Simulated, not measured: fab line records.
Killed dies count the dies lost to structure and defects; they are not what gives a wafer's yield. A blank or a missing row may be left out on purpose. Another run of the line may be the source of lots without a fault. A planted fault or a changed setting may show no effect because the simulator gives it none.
2 desks, one fault + flow n5 finfet + every desk sees just its own numbers, and what lay behind them comes last

METROLOGY DESK
What the gauges read, lot by lot, whatever tool the lot ran on: means of the sampled wafers that have a number. If a lot's mean is further than 4 standard deviations from the usual mean, the lot is out of limits and carries the mark OUT (the distance appears in the brackets).
Columns: A = cd nm at N5_PASSIVATION_CD_MEAS_10, usual 3000.0 nm
| lot  | first seen here | A      |
|------|-----------------|--------|
| L822 | day 11 01:16    | 2999.7 |
| L823 | day 11 23:53    | 2996.9 |
| L827 | day 13 13:11    | 3000.8 |
| L828 | day 13 16:34    | 3001.1 |
| L831 | day 14 04:31    | 2999.1 |
| L833 | day 14 19:32    | 3002.5 |
| L835 | day 15 10:33    | 2999.5 |
| L840 | day 16 10:11    | 2998.6 |
| L841 | day 16 14:24    | 2999.5 |
| L843 | day 17 07:17    | 3002.3 |
| L844 | day 17 22:48    | 2999.4 |
This desk's finding: nothing out of limits on any of the 11 lots.

AT THE TOOL OWNER'S DESK: rie diel-01
The tool's own readings at N5_BEOL_M12_TRENCH_ETCH_34 (etches SiOC in C4F8/O2/Ar, target depth 318.95 nm, time 125.5 s): means of the sampled wafers that have a number, for each lot that ran on this tool. If a lot's mean is further than 4 standard deviations from the usual mean, the lot is out of limits and carries the mark OUT (the distance appears in the brackets).
Columns: A = O2_flow_sccm at N5_BEOL_M12_TRENCH_ETCH_34, usual 8.000 sccm; B = bias w at N5_BEOL_M12_TRENCH_ETCH_34, usual 699.9 W; C = drypump motor current A at N5_BEOL_M12_TRENCH_ETCH_34, usual 5.7 A; D = oes product au at N5_BEOL_M12_TRENCH_ETCH_34, usual 0.81 a.u.; E = rf vpp V at N5_BEOL_M12_TRENCH_ETCH_34, usual 666 V; F = showerhead plenum p Torr at N5_BEOL_M12_TRENCH_ETCH_34, usual 3.42 Torr; G = throttle valve pct at N5_BEOL_M12_TRENCH_ETCH_34, usual 24.14 %
| lot  | first seen here | A     | B     | C   | D    | E   | F    | G     |
|------|-----------------|-------|-------|-----|------|-----|------|-------|
| L828 | day 11 21:19    | 8.004 | 703.8 | 5.5 | 0.71 | 663 | 3.34 | 24.26 |
| L827 | day 11 21:48    | 7.991 | 699.6 | 5.8 | 0.78 | 664 | 3.33 | 24.16 |
This desk's finding: nothing out of limits on any of the 2 lots.

BROUGHT TOGETHER
From the metrology desk's view, nothing was out of limits.
The desk of the tool owner found nothing out of limits.

WHAT THE SIMULATOR HAD INSERTED
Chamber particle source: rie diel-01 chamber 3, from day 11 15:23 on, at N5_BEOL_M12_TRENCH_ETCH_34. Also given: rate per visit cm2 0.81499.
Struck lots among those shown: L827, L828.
